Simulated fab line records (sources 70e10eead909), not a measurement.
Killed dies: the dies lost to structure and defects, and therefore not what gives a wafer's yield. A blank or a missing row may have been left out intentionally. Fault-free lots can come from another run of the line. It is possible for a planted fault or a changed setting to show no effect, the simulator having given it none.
Matching of chambers + flow nandHarc + pecvd-04 running NHARC_P_M0_PRE_CLEAN_31: 3 sister chambers
The step time 12 s. 18 wafers are shown with their chamber, then 9 later ones without.

== EACH WAFER AND ITS CHAMBER ==
| wafer  | chamber | heaterPowerW (W) |
|--------|---------|------------------|
| L082.2 | 0       | 638              |
| L082.3 | 1       | 635              |
| L082.6 | 0       | 647              |
| L084.3 | 1       | 650              |
| L084.4 | 1       | 654              |
| L084.5 | 2       | 712              |
| L084.1 | 2       | 703              |
| L084.2 | 0       | 681              |
| L084.6 | 0       | 662              |
| L079.2 | 1       | 604              |
| L079.4 | 1       | 589              |
| L079.6 | 2       | 672              |
| L079.1 | 0       | 628              |
| L079.3 | 2       | 684              |
| L079.5 | 0       | 646              |
| L085.3 | 2       | 761              |
| L085.4 | 1       | 614              |
| L085.6 | 0       | 653              |

SIGNATURES (averages over the wafers above)
| reading      | chamber 0 | chamber 1 | chamber 2 | scatter within a chamber |
|--------------|-----------|-----------|-----------|--------------------------|
| heaterPowerW | 650.71    | 624.33    | 706.40    | 25.7                     |
Rule: for a wafer and a chamber, the distance is found by dividing, reading by reading, the gap between the wafer's reading and the chamber's mean by the reading's scatter, squaring, summing and taking the root. The wafer belongs to the nearest chamber; if the next one is less than 2 further off, it can't be placed. The scatter: the root of (the sum of the squares of (reading less its chamber's mean) over the shown wafers, divided by (wafers less chambers)).

== WAFERS MISSING THEIR CHAMBER ==
| wafer  | heaterPowerW (W) |
|--------|------------------|
| L095.1 | 673              |
| L095.3 | 594              |
| L095.5 | 598              |
| L096.3 | 604              |
| L096.5 | 610              |
| L096.6 | 616              |
| L097.2 | 771              |
| L097.3 | 530              |
| L097.6 | 789              |

== WHICH CHAMBER EACH WENT THROUGH ==
| wafer  | from the rows above          | in truth |
|--------|------------------------------|----------|
| L095.1 | can't be placed: 0 or 2 or 1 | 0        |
| L095.3 | can't be placed: 1 or 0      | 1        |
| L095.5 | can't be placed: 1 or 0      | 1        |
| L096.3 | can't be placed: 1 or 0      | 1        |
| L096.5 | can't be placed: 1 or 0      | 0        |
| L096.6 | can't be placed: 1 or 0      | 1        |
| L097.2 | 2                            | 2        |
| L097.3 | can't be placed: 1 or 0      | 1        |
| L097.6 | 2                            | 2        |
Correct placement for 2 of the 9. Cannot be placed on the basis of these rows: 7; the candidates contain the true chamber in 7. 0 placed wrongly.
